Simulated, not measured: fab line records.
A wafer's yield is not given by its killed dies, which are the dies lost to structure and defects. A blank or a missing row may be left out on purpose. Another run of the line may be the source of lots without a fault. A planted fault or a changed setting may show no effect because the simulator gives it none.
Which tool is to blame? -- flow nand-harc -- 72 wafers from 24 lots sampled at 5 of the route's 1159 steps

== WHAT EACH GAUGE READ, for each wafer ==
NHARC_P_M0_INSPECT_27. Usual: raw-defect-count at 309, with a standard deviation of 130.
lot,measured,on,raw-defect-count,flag
L074,day 6 01:37,defect-inspect-02,164 140 243,
L076,day 6 04:35,defect-inspect-01,301 263 500,
L075,day 6 09:09,defect-inspect-02,423 265 607,
L078,day 6 22:22,defect-inspect-02,172 280 240,
L077,day 7 00:31,defect-inspect-01,273 194 207,
L079,day 7 08:24,defect-inspect-02,321 356 452,
L080,day 7 09:19,defect-inspect-02,339 340 370,
L081,day 7 18:28,defect-inspect-01,453 303 388,
L082,day 7 18:58,defect-inspect-02,253 276 254,
L084,day 8 08:26,defect-inspect-02,335 248 337,
L083,day 8 09:13,defect-inspect-01,427 450 291,
L085,day 8 15:58,defect-inspect-01,366 160 360,
L086,day 9 03:42,defect-inspect-02,191 147 245,
L087,day 9 04:42,defect-inspect-02,180 252 258,
L088,day 9 21:57,defect-inspect-02,143 284 323,
L089,day 9 22:26,defect-inspect-02,414 251 502,
L090,day 10 00:28,defect-inspect-01,249 447 203,
L091,day 10 06:51,defect-inspect-02,942 346 409,
L092,day 10 13:51,defect-inspect-02,448 269 272,
L093,day 10 21:45,defect-inspect-01,215 174 176,
L094,day 10 22:46,defect-inspect-02,281 326 239,
L095,day 11 04:22,defect-inspect-01,471 250 337,
L097,day 11 08:41,defect-inspect-02,233 363 299,
L096,day 11 09:04,defect-inspect-01,173 189 292,

NHARC_P_M1_OVL_MEAS_10: pitch 260 nm. Usual: overlay-x-nm 0.0 nm, standard deviation 0.84; overlay-y-nm 0.2 nm, standard deviation 0.81.
lot,measured,on,overlay-x-nm (nm),overlay-y-nm (nm),flag
L074,day 6 03:15,overlay-02,-1.0 -0.9 -0.7,0.8 0.1 0.2,
L076,day 6 06:11,overlay-01,2.0 2.0 1.9,1.4 1.7 1.2,
L075,day 6 10:38,overlay-02,1.7 1.4 1.6,0.2 0.7 0.4,
L078,day 6 23:50,overlay-01,0.5 1.4 1.0,-0.6 -0.9 -0.3,
L077,day 7 01:57,overlay-01,-0.4 -0.9 -0.6,-0.8 -1.3 0.2,
L079,day 7 09:53,overlay-01,0.0 0.0 0.1,-1.5 -0.7 -1.5,
L080,day 7 10:40,overlay-02,0.0 0.2 0.4,-0.4 -0.3 -0.2,
L081,day 7 20:04,overlay-02,0.6 0.0 0.2,1.5 1.5 1.1,
L082,day 7 21:12,overlay-01,-0.3 0.4 0.0,-0.5 -0.6 -0.4,
L084,day 8 09:55,overlay-02,0.8 0.9 0.9,0.0 0.3 0.6,
L083,day 8 10:41,overlay-02,-0.9 -1.5 -1.1,0.8 0.6 0.4,
L085,day 8 17:28,overlay-02,0.7 -0.7 0.0,-0.9 -0.7 -0.8,
L086,day 9 05:11,overlay-01,-0.9 -1.4 -1.0,1.3 0.7 1.0,
L087,day 9 06:10,overlay-02,-0.3 -0.6 -0.7,0.4 0.0 0.1,
L088,day 9 23:19,overlay-01,-0.3 -0.2 -0.1,-0.1 -0.2 -0.1,
L089,day 9 23:47,overlay-01,-0.2 -0.8 -0.6,-1.9 -1.2 -1.1,
L090,day 10 02:07,overlay-01,0.5 0.3 0.4,1.3 1.4 1.8,
L091,day 10 08:32,overlay-02,-0.2 0.5 0.0,0.3 0.3 0.4,
L092,day 10 15:12,overlay-02,0.9 0.4 0.7,1.1 0.9 1.2,
L093,day 10 23:23,overlay-01,-0.3 -0.8 -0.4,0.8 0.5 0.7,
L094,day 11 00:16,overlay-02,-0.8 -1.2 -0.7,-0.9 -1.0 -0.6,
L095,day 11 06:00,overlay-02,0.0 0.6 0.2,-0.7 0.5 0.0,
L097,day 11 10:26,overlay-02,1.2 0.6 1.0,0.5 0.6 -0.2,
L096,day 11 10:54,overlay-02,0.2 -0.2 0.4,0.7 0.7 0.0,

== EACH LOT AND THE TOOL THAT RAN IT (in order: tool; ch and the chambers of the sampled wafers; start) ==
lot,NHARC_P_CONTACT_DESCUM_17,NHARC_P_CONTACT_ETCH_35,NHARC_P_CONTACT_DEGAS_38
L074,"rie-diel-10 ch 2,3, day 5 17:36","rie-diel-10 ch 0,2,3, day 5 17:41","pvd-sputter-02, day 5 19:11"
L076,"rie-diel-02 ch 0,1,2, day 5 21:16","rie-diel-02 ch 0,2,3, day 5 21:21","pvd-sputter-03, day 5 22:50"
L075,"rie-diel-10 ch 0,3, day 5 22:39","rie-diel-10 ch 1,3, day 5 22:46","pvd-sputter-01, day 6 00:19"
L078,"rie-diel-02 ch 1,2, day 6 15:17","rie-diel-02 ch 0,1, day 6 15:32","pvd-sputter-03, day 6 17:16"
L077,"rie-diel-02 ch 2,3, day 6 17:58","rie-diel-02 ch 2,3, day 6 18:04","pvd-sputter-01, day 6 19:34"
L079,"rie-diel-10 ch 0,1,3, day 6 21:09","rie-diel-10 ch 2,3, day 6 21:13","pvd-sputter-03, day 6 22:47"
L080,"rie-diel-02 ch 0,2,3, day 6 21:53","rie-diel-02 ch 0,3, day 6 21:58","pvd-sputter-03, day 6 23:30"
L081,"rie-diel-10 ch 1,2, day 7 09:54","rie-diel-10 ch 0,3, day 7 09:59","pvd-sputter-03, day 7 11:29"
L082,"rie-diel-04 ch 0,1,3, day 7 10:10","rie-diel-04 ch 0,1,2, day 7 10:18","pvd-sputter-03, day 7 12:05"
L084,"rie-diel-10 ch 0,1,2, day 8 01:55","rie-diel-10 ch 0,1,2, day 8 02:00","pvd-sputter-02, day 8 03:30"
L083,"rie-diel-02 ch 1,2,3, day 8 02:31","rie-diel-02 ch 1,2,3, day 8 02:37","pvd-sputter-01, day 8 04:16"
L085,"rie-diel-02 ch 1,2,3, day 8 08:48","rie-diel-02 ch 1,2,3, day 8 08:55","pvd-sputter-02, day 8 10:50"
L086,"rie-diel-02 ch 1,2,3, day 8 19:07","rie-diel-02 ch 1,3, day 8 19:12","pvd-sputter-01, day 8 20:53"
L087,"rie-diel-04 ch 1,3, day 8 19:29","rie-diel-04 ch 0,1,3, day 8 19:34","pvd-sputter-03, day 8 21:15"
L088,"rie-diel-10 ch 0,1,3, day 9 09:52","rie-diel-10 ch 2,3, day 9 09:56","pvd-sputter-03, day 9 11:26"
L089,"rie-diel-04 ch 0,2,3, day 9 10:38","rie-diel-04 ch 0,1,2, day 9 10:45","pvd-sputter-03, day 9 12:23"
L090,"rie-diel-10 ch 0,1,2, day 9 16:02","rie-diel-10 ch 0,1, day 9 16:08","pvd-sputter-02, day 9 17:44"
L091,"rie-diel-02 ch 1,2,3, day 9 22:10","rie-diel-02 ch 2,3, day 9 22:17","pvd-sputter-03, day 9 23:56"
L092,"rie-diel-10 ch 0,2, day 10 06:28","rie-diel-10 ch 0,3, day 10 06:33","pvd-sputter-03, day 10 08:06"
L093,"rie-diel-10 ch 0,1, day 10 10:22","rie-diel-10 ch 0,2,3, day 10 10:28","pvd-sputter-01, day 10 11:58"
L094,"rie-diel-02 ch 1,3, day 10 11:19","rie-diel-02 ch 1,3, day 10 11:29","pvd-sputter-02, day 10 13:11"
L095,"rie-diel-10 ch 0,1,2, day 10 21:44","rie-diel-10 ch 0,3, day 10 21:49","pvd-sputter-03, day 10 23:23"
L097,"rie-diel-10 ch 1,2,3, day 11 01:56","rie-diel-10 ch 1,2,3, day 11 02:01","pvd-sputter-01, day 11 03:34"
L096,"rie-diel-02 ch 1,2, day 11 02:07","rie-diel-02 ch 1,2, day 11 02:13","pvd-sputter-03, day 11 03:52"
- NHARC_P_CONTACT_DESCUM_17: chemistry O2, time 3 s.
- NHARC_P_CONTACT_ETCH_35: etches the open film in CF4, target depth 39 nm, time 65 s.
- NHARC_P_CONTACT_DEGAS_38: time 60 s.

== AS READ BY THE TOOLS THEMSELVES (means over the sampled wafers that have a number; for cases with no such wafer, the mark the record gives instead) ==
NHARC_P_CONTACT_DESCUM_17. Usual: drypump-motor-current-A 5.72 A, standard deviation 0.29; o2-flow-sccm 200.0 sccm, standard deviation 0.58; oes-product-au 1.003 a.u., standard deviation 0.011; rf-vpp-V 58.1 V, standard deviation 0.85; showerhead-plenum-p-Torr 1.98 Torr, standard deviation 0.038; throttle-valve-pct 11.312 %, standard deviation 0.0089.
lot,tool,drypump-motor-current-A (A),o2-flow-sccm (sccm),oes-product-au (a.u.),rf-vpp-V (V),showerhead-plenum-p-Torr (Torr),throttle-valve-pct (%),flag
L074,rie-diel-10,5.66,200.1,0.993,58.6,1.99,11.312,
L076,rie-diel-02,5.96,200.3,1.009,57.7,1.97,11.306,
L075,rie-diel-10,5.73,200.1,1.015,58.5,1.99,11.323,
L078,rie-diel-02,5.93,200.7,1.009,58.5,1.99,11.319,
L077,rie-diel-02,5.66,199.9,1.002,57.9,2.01,11.311,
L079,rie-diel-10,5.67,199.8,1.020,58.4,1.98,11.312,
L080,rie-diel-02,5.74,200.5,0.999,58.4,1.99,11.308,
L081,rie-diel-10,5.47,199.8,0.994,58.6,1.94,11.313,
L082,rie-diel-04,5.67,199.5,1.002,57.8,1.98,11.314,
L084,rie-diel-10,5.55,199.9,0.997,57.9,1.94,11.326,
L083,rie-diel-02,5.89,200.3,1.003,58.1,2.00,11.310,
L085,rie-diel-02,5.88,200.4,1.000,58.2,2.00,11.301,
L086,rie-diel-02,5.89,200.1,1.008,58.8,2.00,11.308,
L087,rie-diel-04,5.46,200.3,1.006,58.0,1.98,11.305,
L088,rie-diel-10,5.65,200.0,0.993,57.8,1.98,11.311,
L089,rie-diel-04,5.81,199.6,1.019,57.8,1.97,11.317,
L090,rie-diel-10,5.55,200.5,0.999,57.6,1.94,11.312,
L091,rie-diel-02,5.91,200.1,1.010,58.2,2.00,11.308,
L092,rie-diel-10,5.60,200.3,1.005,58.0,1.94,11.316,
L093,rie-diel-10,5.57,199.6,0.995,57.5,1.94,11.313,
L094,rie-diel-02,6.13,200.0,1.003,58.5,1.99,11.310,
L095,rie-diel-10,5.55,199.9,0.995,57.7,1.94,11.311,
L097,rie-diel-10,5.62,199.7,0.995,58.7,1.98,11.309,
L096,rie-diel-02,5.93,200.3,1.008,57.5,1.99,11.321,

NHARC_P_CONTACT_ETCH_35. Usual: bias-w 100.0 W, standard deviation 0.31; drypump-motor-current-A 5.74 A, standard deviation 0.27; oes-product-au 1.003 a.u., standard deviation 0.01; rf-vpp-V 152.0 V, standard deviation 1; showerhead-plenum-p-Torr 1.83 Torr, standard deviation 0.035; throttle-valve-pct 13.283 %, standard deviation 0.0083.
lot,tool,bias-w (W),drypump-motor-current-A (A),oes-product-au (a.u.),rf-vpp-V (V),showerhead-plenum-p-Torr (Torr),throttle-valve-pct (%),flag
L074,rie-diel-10,99.8,5.69,1.005,152.2,1.83,13.288,
L076,rie-diel-02,100.0,5.73,1.000,151.8,1.83,13.286,
L075,rie-diel-10,100.1,5.58,1.002,151.6,1.82,13.281,
L078,rie-diel-02,99.8,6.02,1.009,151.6,1.81,13.284,
L077,rie-diel-02,100.0,5.68,0.995,153.5,1.85,13.284,
L079,rie-diel-10,99.9,5.78,1.001,152.0,1.86,13.294,
L080,rie-diel-02,100.1,5.76,1.006,152.2,1.82,13.281,
L081,rie-diel-10,100.3,5.73,1.014,151.6,1.83,13.280,
L082,rie-diel-04,99.7,5.53,1.002,151.9,1.85,13.279,
L084,rie-diel-10,99.9,5.54,0.996,150.9,1.80,13.288,
L083,rie-diel-02,99.9,5.90,1.004,152.8,1.84,13.278,
L085,rie-diel-02,100.0,5.89,0.997,151.9,1.84,13.285,
L086,rie-diel-02,100.1,5.85,1.001,152.1,1.85,13.286,
L087,rie-diel-04,100.3,5.66,1.004,150.5,1.82,13.282,
L088,rie-diel-10,100.3,5.74,0.996,151.7,1.86,13.280,
L089,rie-diel-04,99.8,5.52,1.003,152.5,1.85,13.295,
L090,rie-diel-10,99.9,5.58,1.002,152.1,1.80,13.283,
L091,rie-diel-02,100.2,5.68,1.007,152.0,1.84,13.274,
L092,rie-diel-10,100.2,5.81,0.991,153.2,1.86,13.288,
L093,rie-diel-10,99.7,5.72,0.992,151.5,1.83,13.283,
L094,rie-diel-02,100.4,6.12,0.989,152.4,1.84,13.284,
L095,rie-diel-10,100.4,5.73,0.990,151.8,1.83,13.278,
L097,rie-diel-10,99.8,5.61,0.996,152.4,1.82,13.292,
L096,rie-diel-02,100.3,5.90,1.007,152.2,1.83,13.275,

NHARC_P_CONTACT_DEGAS_38. Usual: heater-power-w at 495 W, with a standard deviation of 49.
lot,tool,heater-power-w (W),flag
L074,pvd-sputter-02,459,
L076,pvd-sputter-03,475,
L075,pvd-sputter-01,497,
L078,pvd-sputter-03,528,
L077,pvd-sputter-01,470,
L079,pvd-sputter-03,508,
L080,pvd-sputter-03,502,
L081,pvd-sputter-03,531,
L082,pvd-sputter-03,501,
L084,pvd-sputter-02,500,
L083,pvd-sputter-01,499,
L085,pvd-sputter-02,504,
L086,pvd-sputter-01,473,
L087,pvd-sputter-03,517,
L088,pvd-sputter-03,529,
L089,pvd-sputter-03,501,
L090,pvd-sputter-02,474,
L091,pvd-sputter-03,530,
L092,pvd-sputter-03,520,
L093,pvd-sputter-01,476,
L094,pvd-sputter-02,471,
L095,pvd-sputter-03,495,
L097,pvd-sputter-01,473,
L096,pvd-sputter-03,468,

== THE ANSWER, worked out from the rows above alone ==
Rule: take the mean of a lot's wafers that have a number; if it is more than 3 standard deviations from the usual mean, the lot is off. A lot without any number at a reading at which 4 lots or more have one is off too. All remaining lots with rows at the step are treated as sound. After the gauges, taken in route order, come the tools' own readings; for these a lot's mean is taken, as printed above. The first step at which some lot is off is used, and at that step the reading that is off furthest; a lot without a number counts as furthest.
No lot is off at any reading shown: from this, nothing can be told.

== WHAT THE SIMULATOR HAD PUT IN ==
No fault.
